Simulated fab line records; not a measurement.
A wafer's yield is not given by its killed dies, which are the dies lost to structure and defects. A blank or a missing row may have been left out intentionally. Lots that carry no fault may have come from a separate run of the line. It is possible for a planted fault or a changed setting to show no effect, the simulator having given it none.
fab line records	flow nand_harc
record lots=12	wafers=36	last_day=26
route steps=1159 shown A_STAIRCASE@562 END@1159
lots untouched by any fault: they come from a run of this same line in which no faults occurred
start_h: hours from the record's first day to the start of the lot's first wafer shown	wait_h: hours from the lot's prior step to this one	" same as the row above	L1.1+2: several wafers, shown together as one row	- either no value or no given start	* or withheld: withheld	< > ~ a bound
route shown NAME@n: NAME is a module with steps in the file, n the number in the route of the first one	usual: mean/standard deviation taken from wafers without a fault	same: alike in all rows	chamber/n: place in a boat	sites: per-site readings	_std_site: the standard deviation of these	_edge_site: the outer-site mean with the inner-site mean subtracted	radius_mm: for every site, how far away it sits from the centre of the wafer	mask NAME#n: copy n	behind: tool/chamber where the wafer was last shaped	hold: what put the lot on hold/how long, in hours/how the hold closed	device: the n, p or np transistor that did not switch	end of line: the same wafers' tests at the end of the route	a step given without rows: its recipe and nothing more	killed: count of dies lost to structure and defects at first sort (not the wafer's yield)	map: a wafer's dies, x killed, . not, _ none there
set.NAME: setting as actually run; set.NAME@STEP: the setting as run at that earlier step	model.NAME: the simulator's own value behind a step, which no gauge read
a sample of lots followed through the steps of the route, with each step as a table and each wafer as a row
services: from which hour (start_h, from the record's first day; less than 0 if before it) a tool's chamber was out of use, for how many hours, and why
## steps
# step NHARC_A_STAIRCASE_ETCH_25
# recipe target_depth_a=1000	time_s=40.5	ion_energy_ev=400	c4f8_flow_sccm=20	o2_flow_sccm=10	ar_flow_sccm=withheld	rf_w=600	bias_w=1000	chemistry=C4F8/O2
# usual oes_product_au=0.941/0.011	rf_vpp_V=894/5.1
lot.wafer	tool	chamber	start_h	wait_h	oes_product_au	rf_hours_counter_h	rf_vpp_V
L971.3	rie_diel-02	3	-	-	0.930	35	901
L971.1	"	0	"	"	0.944	33	893
L971.4	"	2	"	"	0.929	34	885
L970.4	rie_diel-12	0	-	-	0.927	14	895
L970.3	"	2	"	"	0.950	16	890
L970.5	"	0	"	"	0.942	-	895
L973.1	rie_diel-02	2	-	-	0.926	36	886
L973.4	"	3	"	"	0.915	37	902
L973.2	"	0	"	"	0.936	34	893
L972.2	rie_diel-12	1	-	-	0.954	18	899
L972.1	"	2	"	"	0.926	18	890
L972.5	"	3	"	"	0.921	-	893
L974.2	rie_diel-02	1	-	-	0.947	37	894
L974.4	"	3	"	"	0.941	43	902
L974.5	"	1	"	"	0.938	-	893
L978.4	rie_diel-12	3	-	-	0.926	29	891
L978.2	"	1	"	"	0.936	28	899
L978.3	"	2	"	"	0.933	29	891
L983.2	rie_diel-11	3	-	-	0.953	52	891
L983.1	"	0	"	"	0.946	53	887
L983.5	"	0	"	"	0.945	-	886
L985.2	rie_diel-02	3	-	-	0.938	0	902
L985.6	"	3	"	"	0.940	-	901
L985.5	"	0	"	"	0.944	-	893
L990.3	rie_diel-02	3	-	-	0.945	6	901
L990.2	"	0	"	"	0.921	6	892
L990.6	"	0	"	"	0.930	-	893
L988.1	rie_diel-11	0	-	-	0.942	63	885
L988.2	"	1	"	"	0.929	62	899
L988.5	"	0	"	"	0.934	-	887
L991.2	rie_diel-11	0	-	-	0.946	2	906
L991.3	"	2	"	"	0.960	1	891
L991.6	"	0	"	"	0.942	-	905
L992.4	rie_diel-02	1	-	-	0.937	13	894
L992.2	"	2	"	"	0.952	16	906
L992.6	"	0	"	"	0.941	-	893
# step NHARC_A_STAIRCASE_DESCUM_186
# recipe time_s=3	o2_flow_sccm=200	ar_flow_sccm=0	bias_power_w=0	chemistry=O2
# usual drypump_motor_current_A=6.0/0.51	oes_product_au=1.002/0.01	rf_vpp_V=57.6/0.91	showerhead_plenum_p_Torr=1.87/0.074	throttle_valve_pct=11.311/0.0095
lot.wafer	tool	chamber	start_h	wait_h	drypump_motor_current_A	oes_product_au	rf_hours_counter_h	rf_vpp_V	showerhead_plenum_p_Torr	throttle_valve_pct
L971.1	rie_diel-12	2	251.20	-	5.6	0.992	16	59.1	1.83	11.315
L971.3	"	0	"	"	6.7	1.007	14	59.0	1.89	11.323
L971.4	"	1	"	"	5.4	0.990	17	56.9	1.96	11.309
L970.4	rie_diel-02	3	251.60	-	6.1	0.991	36	58.0	2.00	11.308
L970.3	"	0	"	"	6.6	1.004	33	56.9	1.87	11.315
L970.5	"	3	"	"	6.1	0.992	-	58.1	2.00	11.307
L973.1	rie_diel-02	2	255.78	-	5.4	1.000	36	56.0	1.76	11.311
L973.2	"	3	"	"	6.1	0.995	38	58.2	2.00	11.314
L973.4	"	0	"	"	6.6	0.996	35	57.6	1.87	11.319
L972.2	rie_diel-12	3	256.07	-	5.9	0.989	16	58.1	1.86	11.298
L972.1	"	1	"	"	5.3	1.004	18	58.1	1.96	11.302
L972.5	"	0	"	"	6.7	1.007	-	57.0	1.89	11.307
L974.2	rie_diel-11	3	272.20	-	6.4	1.024	30	56.6	1.86	11.325
L974.4	"	0	"	"	6.2	1.016	31	57.3	1.77	11.310
L974.5	"	3	"	"	6.4	1.021	-	57.4	1.86	11.320
L978.2	rie_diel-11	0	294.51	-	6.2	1.010	39	56.9	1.77	11.307
L978.3	"	1	"	"	5.3	0.995	39	58.0	1.98	11.292
L978.4	"	3	"	"	6.4	1.015	38	55.9	1.85	11.303
L983.2	rie_diel-12	3	329.77	-	5.9	0.998	42	58.3	1.85	11.304
L983.1	"	0	"	"	6.7	1.008	43	57.9	1.88	11.306
L983.5	"	2	"	"	5.6	1.005	-	58.1	1.82	11.310
L985.2	rie_diel-12	1	340.17	-	5.3	1.015	47	59.1	1.95	11.302
L985.6	"	3	"	"	5.9	0.985	-	58.0	1.85	11.313
L985.5	"	0	"	"	6.6	1.003	-	57.9	1.88	11.316
L990.3	rie_diel-12	2	358.22	-	5.6	0.998	56	55.7	1.82	11.288
L990.2	"	3	"	"	5.9	0.989	52	57.0	1.85	11.296
L990.6	"	0	"	"	6.7	1.013	-	58.7	1.88	11.306
L988.2	rie_diel-12	0	360.47	-	6.6	1.009	55	55.5	1.88	11.322
L988.1	"	1	"	"	5.3	1.008	57	58.0	1.95	11.310
L988.5	"	3	"	"	5.9	0.982	-	58.1	1.84	11.315
L991.2	rie_diel-02	2	383.34	-	5.4	1.005	19	58.8	2.07	11.320
L991.3	"	3	"	"	6.1	1.003	19	57.2	1.98	11.311
L991.6	"	1	"	"	6.7	0.997	-	57.9	1.87	11.313
L992.2	rie_diel-11	0	383.52	-	6.2	1.015	5	58.5	2.08	11.319
L992.4	"	1	"	"	5.3	0.986	5	58.0	1.97	11.312
L992.6	"	1	"	"	5.3	0.998	-	59.2	1.97	11.308
# step NHARC_A_STAIRCASE_TRIM_189
# recipe time_s=211.2	o2_flow_sccm=500	ar_flow_sccm=0	bias_w=0	chemistry=O2
# usual drypump_motor_current_A=6.0/0.51	oes_product_au=1.001/0.01	rf_vpp_V=57.7/0.95	showerhead_plenum_p_Torr=3.46/0.12	throttle_valve_pct=17.036/0.0097
lot.wafer	tool	chamber	start_h	wait_h	drypump_motor_current_A	oes_product_au	rf_hours_counter_h	rf_vpp_V	showerhead_plenum_p_Torr	throttle_valve_pct
L971.3	rie_diel-12	1	251.53	-	5.4	1.001	17	58.6	3.61	17.031
L971.4	"	2	"	"	5.7	0.995	16	58.0	3.38	17.044
L971.1	"	3	"	"	5.9	0.986	14	57.9	3.43	17.050
L970.3	rie_diel-02	1	251.98	-	6.7	1.005	34	56.5	3.47	17.043
L970.4	"	2	"	"	5.4	1.001	35	55.8	3.27	17.038
L970.5	"	1	"	"	6.7	1.003	-	59.6	3.47	17.036
L972.1	rie_diel-12	3	256.45	-	5.9	0.975	16	57.3	3.43	17.052
L972.2	"	2	"	"	5.6	0.983	18	58.0	3.38	17.006
L972.5	"	3	"	"	5.9	0.987	-	56.5	3.43	17.026
L973.4	rie_diel-02	0	256.66	-	6.6	1.002	35	58.0	3.45	17.020
L973.1	"	1	"	"	6.7	1.008	35	58.1	3.47	17.026
L973.2	"	2	"	"	5.4	0.994	37	56.6	3.27	17.031
L974.2	rie_diel-11	2	272.52	-	5.5	0.997	17	58.2	3.41	17.027
L974.4	"	0	"	"	6.2	1.010	31	57.6	3.28	17.031
L974.5	"	3	"	"	6.4	1.016	-	58.6	3.43	17.033
L978.2	rie_diel-11	0	294.87	-	6.2	1.009	40	57.7	3.28	17.042
L978.4	"	2	"	"	5.5	1.010	26	58.9	3.40	17.031
L978.3	"	3	"	"	6.5	0.887	39	58.1	3.42	17.042
L983.2	rie_diel-12	3	330.06	-	5.9	0.991	42	57.1	3.42	17.036
L983.1	"	2	"	"	5.6	0.997	44	58.8	3.37	17.034
L983.5	"	3	"	"	5.9	0.988	-	57.4	3.42	17.034
L985.2	rie_diel-12	3	340.48	-	5.9	0.984	46	56.9	3.41	17.029
L985.5	"	2	"	"	5.6	1.001	-	56.6	3.37	17.047
L985.6	"	3	"	"	5.9	0.986	-	58.7	3.41	17.029
L990.2	rie_diel-12	3	358.75	-	5.9	0.991	52	57.4	3.41	17.034
L990.3	"	0	"	"	6.7	1.010	54	56.8	3.47	17.027
L990.6	"	2	"	"	5.7	1.007	-	57.0	3.36	17.047
L988.2	rie_diel-12	0	360.92	-	6.7	1.001	55	59.7	3.47	17.034
L988.1	"	1	"	"	5.4	0.999	57	58.5	3.58	17.046
L988.5	"	2	"	"	5.7	0.999	-	57.0	3.36	17.044
L991.3	rie_diel-02	0	384.20	-	6.6	0.981	17	57.4	3.43	17.053
L991.2	"	3	"	"	6.1	1.007	20	58.3	3.65	17.041
L991.6	"	0	"	"	6.6	0.992	-	57.2	3.43	17.043
L992.4	rie_diel-11	2	384.63	-	5.5	1.008	5	58.3	3.39	17.050
L992.2	"	0	"	"	6.3	0.997	5	59.0	3.81	17.047
L992.6	"	2	"	"	5.5	1.012	-	56.3	3.39	17.040
# step NHARC_A_STAIRCASE_ETCH_199
# recipe target_depth_a=1000	time_s=40.5	ion_energy_ev=400	c4f8_flow_sccm=20	o2_flow_sccm=10	ar_flow_sccm=withheld	rf_w=600	bias_w=1000	chemistry=C4F8/O2
# usual oes_product_au=0.945/0.011	rf_vpp_V=894/5.2
lot.wafer	tool	chamber	start_h	wait_h	oes_product_au	rf_hours_counter_h	rf_vpp_V
L971.1	rie_diel-12	0	-	-	0.962	15	896
L971.4	"	1	"	"	0.951	17	901
L971.3	"	2	"	"	0.938	17	890
L970.3	rie_diel-11	1	-	-	0.946	23	901
L970.4	"	3	"	"	0.957	-	892
L970.5	"	0	"	"	0.956	-	886
L972.2	rie_diel-11	1	-	-	0.933	26	901
L972.1	"	3	"	"	0.952	25	894
L972.5	"	1	"	"	0.939	-	901
L973.2	rie_diel-02	3	-	-	0.939	39	902
L973.4	"	0	"	"	0.935	36	893
L973.1	"	1	"	"	0.944	36	895
L974.4	rie_diel-02	0	-	-	0.946	40	893
L974.2	"	2	"	"	0.957	42	886
L974.5	"	1	"	"	0.949	-	894
L978.4	rie_diel-02	2	-	-	0.935	50	886
L978.2	"	3	"	"	0.941	52	902
L978.3	"	1	"	"	0.941	45	892
L983.2	rie_diel-12	2	-	-	0.943	45	889
L983.1	"	0	"	"	0.937	44	894
L983.5	"	1	"	"	0.944	-	899
L985.2	rie_diel-12	0	-	-	0.961	47	894
L985.6	"	0	"	"	0.957	-	893
L985.5	"	1	"	"	0.957	-	899
L990.2	rie_diel-11	3	-	-	0.953	66	892
L990.3	"	1	"	"	0.930	64	899
L990.6	"	0	"	"	0.960	-	887
L988.1	rie_diel-11	1	-	-	0.955	65	900
L988.2	"	2	"	"	0.970	49	892
L988.5	"	3	"	"	0.953	-	893
L991.3	rie_diel-02	3	-	-	0.943	21	900
L991.2	"	0	"	"	0.940	17	892
L991.6	"	3	"	"	0.936	-	900
L992.4	rie_diel-11	0	-	-	0.949	7	907
L992.2	"	1	"	"	0.941	7	899
L992.6	"	0	"	"	0.948	-	904
# step NHARC_END_SORT_01
# recipe temp_c=25
# usual killed_at_array=27/11	killed_at_other=0.6/1	killed_at_periphery=3.0/2.1	killed_dies=31/12	killed_open=3.2/1.7	killed_short=1.7/1.4
# same gross_dies=677
lot.wafer	tool	chamber	start_h	wait_h	killed_at_array	killed_at_other	killed_at_periphery	killed_dies	killed_open	killed_short
L972.1	prober-02	0	460.79	2.5	18	0	2	20	3	2
L972.2	prober-02	0	461.59	2.8	15	0	1	16	2	1
L972.5	prober-02	0	463.99	3.7	18	0	2	20	7	1
L971.1	prober-02	0	468.63	2.5	24	0	4	28	4	0
L971.3	prober-02	0	470.22	3.1	21	1	5	27	2	2
L971.4	prober-02	0	471.01	3.4	38	1	1	40	2	3
L970.3	prober-01	0	476.03	3.1	11	0	3	14	3	0
L970.4	prober-01	0	476.84	3.4	11	0	1	12	1	1
L970.5	prober-01	0	477.65	3.7	9	0	3	12	6	0
L973.1	prober-02	0	476.48	2.6	19	2	2	23	4	1
L973.2	prober-02	0	477.26	2.8	30	0	2	32	5	0
L973.4	prober-02	0	478.82	3.4	27	3	4	34	4	2
L978.2	prober-02	0	490.00	2.8	32	0	2	34	7	0
L978.3	prober-02	0	490.79	3.1	24	0	1	25	3	2
L978.4	prober-02	0	491.58	3.4	25	1	2	28	2	2
L974.2	prober-02	0	497.71	2.8	30	1	1	32	3	2
L974.4	prober-02	0	499.29	3.4	31	0	4	35	4	2
L974.5	prober-02	0	500.08	3.7	22	1	2	25	3	4
L983.1	prober-02	0	540.05	2.5	22	0	5	27	4	3
L983.2	prober-02	0	540.85	2.8	32	1	3	36	6	2
L983.5	prober-02	0	543.24	3.7	29	1	2	32	7	1
L985.2	prober-01	0	540.81	2.8	48	4	1	53	1	2
L985.5	prober-01	0	543.24	3.7	40	3	4	47	4	2
L985.6	prober-01	0	544.05	4.0	36	2	5	43	0	1
L988.1	prober-02	0	566.54	2.5	25	0	3	28	2	3
L988.2	prober-02	0	567.35	2.8	27	0	4	31	6	2
L988.5	prober-02	0	569.75	3.7	27	0	2	29	3	1
L990.2	prober-01	0	577.66	2.8	54	0	2	56	2	0
L990.3	prober-01	0	578.47	3.1	42	0	5	47	5	1
L990.6	prober-01	0	580.91	4.1	46	0	6	52	3	0
L991.2	prober-02	0	588.77	2.8	19	1	2	22	6	1
L991.3	prober-02	0	589.56	3.1	23	4	1	28	0	2
L991.6	prober-02	0	591.92	3.9	26	3	2	31	6	0
L992.2	prober-02	0	619.87	2.8	29	2	1	32	2	3
L992.4	prober-02	0	621.46	3.4	19	2	2	23	2	1
L992.6	prober-02	0	623.05	4.0	19	0	2	21	2	3
# killed by level:class
L972.1 A_SLIT:chamber_film_flake=6 A_CHANNEL_HOLE_D1:chamber_film_flake=4 A_STAIRCASE:chamber_film_flake=3 A_CHANNEL_FILL_D1:geometric_particle:short=2 P_M0:geometric_particle:open=1 A_SGD_CUT:geometric_particle:open=1 A_WL_FILL:geometric_particle:open=1 P_GATE:chamber_film_flake=1
L972.2 A_SLIT:chamber_film_flake=7 A_CHANNEL_HOLE_D1:chamber_film_flake=3 P_M0:geometric_particle:short=1 A_CHANNEL_FILL_D1:geometric_particle:open=1 A_BLC:geometric_particle:open=1 A_CHANNEL_FILL_D1:chamber_film_flake=1 A_CONTACT:chamber_film_flake=1 A_BONDPAD:chamber_film_flake=1
L972.5 A_SLIT:chamber_film_flake=10 A_CONTACT:geometric_particle:open=2 A_CHANNEL_HOLE_D1:chamber_film_flake=2 P_M0:geometric_particle:short=1 P_M1:geometric_particle:open=1 A_SOURCE_PLATE:geometric_particle:open=1 A_ONON_D1:geometric_particle:open=1 A_CHANNEL_FILL_D1:geometric_particle:open=1
L971.1 A_CHANNEL_HOLE_D1:chamber_film_flake=9 A_SLIT:chamber_film_flake=8 P_M1:chamber_film_flake=2 A_CONTACT:chamber_film_flake=2 P_M0:geometric_particle:open=1 A_CHANNEL_FILL_D1:geometric_particle:open=1 A_SGD_CUT:geometric_particle:open=1 A_CONTACT:geometric_particle:open=1
L971.3 A_CHANNEL_HOLE_D1:chamber_film_flake=9 A_SLIT:chamber_film_flake=6 P_M1:chamber_film_flake=3 P_GATE:chamber_film_flake=2 A_ZERO_WELL:chamber_film_flake=2 A_SGD_CUT:geometric_particle:short=1 A_CONTACT:geometric_particle:short=1 A_BLC:geometric_particle:open=1
L971.4 A_CHANNEL_HOLE_D1:chamber_film_flake=17 A_SLIT:chamber_film_flake=13 A_CONTACT:chamber_film_flake=3 A_SGD_CUT:geometric_particle:short=2 A_ONON_D1:geometric_particle:open=1 A_ONON_D1:geometric_particle:short=1 STARTING-WAFER:geometric_particle:open=1 P_ZERO_WELL:chamber_film_flake=1
L970.3 A_CONTACT:chamber_film_flake=4 A_CONTACT:geometric_particle:open=2 P_M1:chamber_film_flake=2 A_CHANNEL_HOLE_D1:chamber_film_flake=2 A_STAIRCASE:chamber_film_flake=2 A_WL_FILL:geometric_particle:open=1 P_STI:chamber_film_flake=1
L973.1 A_SLIT:chamber_film_flake=8 A_CHANNEL_HOLE_D1:chamber_film_flake=5 A_CONTACT:geometric_particle:open=2 HYBRID_BOND:chamber_film_flake=2 P_M0:geometric_particle:short=1 P_M0:geometric_particle:open=1 A_WL_FILL:geometric_particle:open=1 A_STAIRCASE:chamber_film_flake=1
L970.4 A_CONTACT:chamber_film_flake=4 A_STAIRCASE:chamber_film_flake=2 A_CHANNEL_FILL_D1:geometric_particle:short=1 A_M1:geometric_particle:open=1 P_M1:chamber_film_flake=1 A_CHANNEL_HOLE_D1:chamber_film_flake=1 A_WL_FILL:chamber_film_flake=1 A_BONDPAD:chamber_film_flake=1
L973.2 A_CHANNEL_HOLE_D1:chamber_film_flake=11 A_SLIT:chamber_film_flake=9 A_STAIRCASE:chamber_film_flake=4 A_CONTACT:geometric_particle:open=3 A_CONTACT:chamber_film_flake=3 P_CONTACT:geometric_particle:open=2
L970.5 A_CONTACT:chamber_film_flake=4 A_WL_FILL:geometric_particle:open=3 P_M0:geometric_particle:open=1 P_M1:geometric_particle:open=1 P_M2:geometric_particle:open=1 A_CHANNEL_HOLE_D1:chamber_film_flake=1 A_STAIRCASE:chamber_film_flake=1
L973.4 A_SLIT:chamber_film_flake=12 A_CHANNEL_HOLE_D1:chamber_film_flake=11 P_GATE:geometric_particle:open=2 HYBRID_BOND:chamber_film_flake=2 P_GATE:geometric_particle:short=1 P_M0:geometric_particle:open=1 A_CHANNEL_FILL_D1:geometric_particle:open=1 A_CONTACT:geometric_particle:short=1
L978.2 A_CHANNEL_HOLE_D1:chamber_film_flake=15 A_CONTACT:chamber_film_flake=7 A_STAIRCASE:chamber_film_flake=4 A_M0:geometric_particle:open=3 A_CONTACT:geometric_particle:open=2 P_M0:geometric_particle:open=1 A_CHANNEL_FILL_D1:geometric_particle:open=1 P_CONTACT:chamber_film_flake=1
L978.3 A_CHANNEL_HOLE_D1:chamber_film_flake=11 A_CONTACT:chamber_film_flake=6 A_CHANNEL_HOLE_D1:geometric_particle:short=2 A_STAIRCASE:chamber_film_flake=2 A_CHANNEL_FILL_D1:geometric_particle:open=1 A_CONTACT:geometric_particle:open=1 A_BLC:geometric_particle:open=1 P_GATE:chamber_film_flake=1
L978.4 A_CHANNEL_HOLE_D1:chamber_film_flake=12 A_STAIRCASE:chamber_film_flake=7 A_CONTACT:chamber_film_flake=2 P_M0:geometric_particle:short=1 A_BLC:geometric_particle:open=1 A_M0:geometric_particle:short=1 A_M1:geometric_particle:open=1 P_BONDPAD:chamber_film_flake=1
L974.2 A_CHANNEL_HOLE_D1:chamber_film_flake=15 A_SLIT:chamber_film_flake=7 A_CONTACT:chamber_film_flake=3 A_WL_FILL:geometric_particle:open=2 P_CONTACT:geometric_particle:short=1 A_CHANNEL_FILL_D1:geometric_particle:open=1 A_M0:geometric_particle:short=1 A_SGD_CUT:chamber_film_flake=1
L974.4 A_SLIT:chamber_film_flake=15 A_CHANNEL_HOLE_D1:chamber_film_flake=9 A_STAIRCASE:chamber_film_flake=3 P_GATE:geometric_particle:open=1 P_CONTACT:geometric_particle:open=1 P_M1:geometric_particle:open=1 A_ONON_D1:geometric_particle:open=1 A_WL_FILL:geometric_particle:short=1
L974.5 A_CHANNEL_HOLE_D1:chamber_film_flake=10 A_STAIRCASE:chamber_film_flake=3 A_ONON_D1:geometric_particle:open=2 A_SLIT:chamber_film_flake=2 A_CONTACT:chamber_film_flake=2 P_CONTACT:geometric_particle:short=1 P_M0:geometric_particle:open=1 A_SOURCE_PLATE:geometric_particle:short=1
L983.1 A_CHANNEL_HOLE_D1:chamber_film_flake=11 A_CONTACT:chamber_film_flake=4 P_CONTACT:geometric_particle:open=3 A_SLIT:chamber_film_flake=2 P_M1:geometric_particle:short=1 A_SGD_CUT:geometric_particle:short=1 A_WL_FILL:geometric_particle:short=1 A_CONTACT:geometric_particle:open=1
L985.2 A_SLIT:chamber_film_flake=22 A_STAIRCASE:chamber_film_flake=11 A_CHANNEL_HOLE_D1:chamber_film_flake=6 A_CONTACT:chamber_film_flake=6 THIN_TSV:chamber_film_flake=4 A_ONON_D1:geometric_particle:short=1 A_CHANNEL_HOLE_D1:geometric_particle:short=1 A_CHANNEL_FILL_D1:geometric_particle:open=1
L983.2 A_CHANNEL_HOLE_D1:chamber_film_flake=19 A_CONTACT:chamber_film_flake=3 P_M0:geometric_particle:open=2 A_SOURCE_PLATE:geometric_particle:open=2 A_CONTACT:geometric_particle:open=2 A_STAIRCASE:chamber_film_flake=2 A_SLIT:chamber_film_flake=2 P_M1:geometric_particle:short=1
L985.5 A_SLIT:chamber_film_flake=18 A_STAIRCASE:chamber_film_flake=10 A_CHANNEL_HOLE_D1:chamber_film_flake=9 THIN_TSV:chamber_film_flake=3 P_GATE:geometric_particle:open=2 P_CONTACT:geometric_particle:short=1 A_ONON_D1:geometric_particle:short=1 A_STAIRCASE:geometric_particle:open=1
L983.5 A_CHANNEL_HOLE_D1:chamber_film_flake=17 A_STAIRCASE:chamber_film_flake=3 P_M0:geometric_particle:open=2 A_CONTACT:chamber_film_flake=2 A_SOURCE_PLATE:geometric_particle:open=1 A_WL_FILL:geometric_particle:short=1 A_CONTACT:geometric_particle:open=1 A_BLC:geometric_particle:open=1
L985.6 A_SLIT:chamber_film_flake=19 A_STAIRCASE:chamber_film_flake=8 A_CHANNEL_HOLE_D1:chamber_film_flake=6 P_STI:chamber_film_flake=3 P_GATE:chamber_film_flake=2 A_CONTACT:chamber_film_flake=2 THIN_TSV:chamber_film_flake=2 A_WL_FILL:geometric_particle:short=1
L988.1 A_CHANNEL_HOLE_D1:chamber_film_flake=12 A_WL_FILL:chamber_film_flake=5 A_STAIRCASE:chamber_film_flake=3 P_CONTACT:geometric_particle:short=2 A_CONTACT:geometric_particle:open=2 A_CHANNEL_FILL_D1:geometric_particle:short=1 P_STI:chamber_film_flake=1 A_SLIT:chamber_film_flake=1
L988.2 A_CHANNEL_HOLE_D1:chamber_film_flake=11 A_STAIRCASE:chamber_film_flake=8 P_STI:geometric_particle:open=2 A_ONON_D1:geometric_particle:short=2 A_CONTACT:geometric_particle:open=2 A_SLIT:chamber_film_flake=2 A_WL_FILL:chamber_film_flake=2 P_CONTACT:geometric_particle:open=1
L988.5 A_CHANNEL_HOLE_D1:chamber_film_flake=14 A_WL_FILL:chamber_film_flake=3 A_CONTACT:geometric_particle:open=2 A_SLIT:chamber_film_flake=2 A_CONTACT:chamber_film_flake=2 P_GATE:geometric_particle:open=1 A_WL_FILL:geometric_particle:short=1 P_STI:chamber_film_flake=1
L990.2 A_SLIT:chamber_film_flake=25 A_STAIRCASE:chamber_film_flake=13 A_CHANNEL_HOLE_D1:chamber_film_flake=10 A_CONTACT:chamber_film_flake=2 A_SGD_CUT:geometric_particle:open=1 A_CONTACT:geometric_particle:open=1 P_GATE:chamber_film_flake=1 P_BONDPAD:chamber_film_flake=1
L990.3 A_SLIT:chamber_film_flake=16 A_CONTACT:chamber_film_flake=7 A_CHANNEL_HOLE_D1:chamber_film_flake=6 A_STAIRCASE:chamber_film_flake=6 P_BONDPAD:chamber_film_flake=3 P_GATE:geometric_particle:open=1 P_M1:geometric_particle:open=1 A_ONON_D1:geometric_particle:open=1
L990.6 A_SLIT:chamber_film_flake=18 A_CHANNEL_HOLE_D1:chamber_film_flake=9 A_CONTACT:chamber_film_flake=8 A_STAIRCASE:chamber_film_flake=8 P_STI:chamber_film_flake=2 P_BONDPAD:chamber_film_flake=2 P_M2:geometric_particle:open=1 A_CONTACT:geometric_particle:open=1
L991.2 A_CONTACT:geometric_particle:open=4 A_CONTACT:chamber_film_flake=4 A_CHANNEL_HOLE_D1:chamber_film_flake=3 A_WL_FILL:chamber_film_flake=3 A_STAIRCASE:chamber_film_flake=2 P_CONTACT:geometric_particle:open=1 A_ONON_D1:geometric_particle:open=1 A_BLC:geometric_particle:short=1
L991.3 A_CHANNEL_HOLE_D1:chamber_film_flake=10 A_CONTACT:chamber_film_flake=9 THIN_TSV:chamber_film_flake=4 A_STAIRCASE:chamber_film_flake=2 P_M2:geometric_particle:short=1 A_CONTACT:geometric_particle:short=1 A_SGD_CUT:chamber_film_flake=1
L991.6 A_CHANNEL_HOLE_D1:chamber_film_flake=9 A_CONTACT:chamber_film_flake=4 A_CONTACT:geometric_particle:open=3 A_STAIRCASE:chamber_film_flake=3 THIN_TSV:chamber_film_flake=3 A_ONON_D1:geometric_particle:open=2 P_STI:chamber_film_flake=2 A_SLIT:chamber_film_flake=2
L992.2 A_CHANNEL_HOLE_D1:chamber_film_flake=10 A_STAIRCASE:chamber_film_flake=9 A_CONTACT:chamber_film_flake=4 P_M0:geometric_particle:open=1 A_SOURCE_PLATE:geometric_particle:short=1 A_ONON_D1:geometric_particle:short=1 A_SGD_CUT:geometric_particle:short=1 A_WL_FILL:geometric_particle:open=1
L992.4 A_CHANNEL_HOLE_D1:chamber_film_flake=11 A_STAIRCASE:chamber_film_flake=3 A_CONTACT:chamber_film_flake=2 THIN_TSV:chamber_film_flake=2 P_CONTACT:geometric_particle:open=1 P_M0:geometric_particle:open=1 A_WL_FILL:geometric_particle:short=1 A_SLIT:chamber_film_flake=1
L992.6 A_CHANNEL_HOLE_D1:chamber_film_flake=11 A_CONTACT:chamber_film_flake=4 A_WL_FILL:geometric_particle:short=2 P_M0:geometric_particle:short=1 P_M2:geometric_particle:open=1 A_ONON_D1:geometric_particle:open=1 A_STAIRCASE:chamber_film_flake=1
## services
tool	chamber	start_h	hours	kind
rie_diel-02	0	229.12	7.9	repair
rie_diel-02	1	232.52	7.2	repair
rie_diel-12	0	237.39	-	clean
rie_diel-12	1	237.39	-	clean
rie_diel-12	2	237.39	-	clean
rie_diel-12	3	237.39	-	clean
rie_diel-02	1	259.67	8.8	repair
rie_diel-11	1	260.58	1.5	repair
rie_diel-12	0	261.95	-	clean
rie_diel-12	1	261.95	-	clean
rie_diel-12	2	261.95	-	clean
rie_diel-12	3	261.95	-	clean
rie_diel-12	0	286.45	-	clean
rie_diel-12	1	286.45	-	clean
rie_diel-12	2	286.45	-	clean
rie_diel-12	3	286.45	-	clean
rie_diel-12	0	310.98	-	clean
rie_diel-12	1	310.98	-	clean
rie_diel-12	2	310.98	-	clean
rie_diel-12	3	310.98	-	clean
rie_diel-12	3	318.14	2.6	repair
rie_diel-02	-	328.00	9.0	pm
rie_diel-11	-	366.56	9.0	pm
rie_diel-12	-	379.62	9.0	pm
## key
first_sign step=NHARC_A_STAIRCASE_TRIM_189	reading=oes_product_au	direction=down	sigmas=11	usual=1.001	struck=0.887
effect none on later readings
met_at NHARC_A_STAIRCASE_TRIM_189
struck_lots L978
struck_wafers L978.3
tester_left_out L978
not_acting_at NHARC_A_STAIRCASE_ETCH_25,NHARC_A_STAIRCASE_DESCUM_186,NHARC_A_STAIRCASE_ETCH_199
onset_between 272.52 294.87
fault kind=process_parameter_drift	tool=rie_diel-11	chamber=-	onset_h=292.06	steps=NHARC_A_STAIRCASE_TRIM_189	channel=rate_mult	offset=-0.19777	shape=step	end_h=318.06	scope=struck_wafers_only
# tester_left_out: of these lots the tester's yield and bins aren't shown, on N5 and GAA mostly nor the transistor test; their killed dies are dies lost to structure and defects alone, not to doping, threshold or leakage, so they don't give the yield
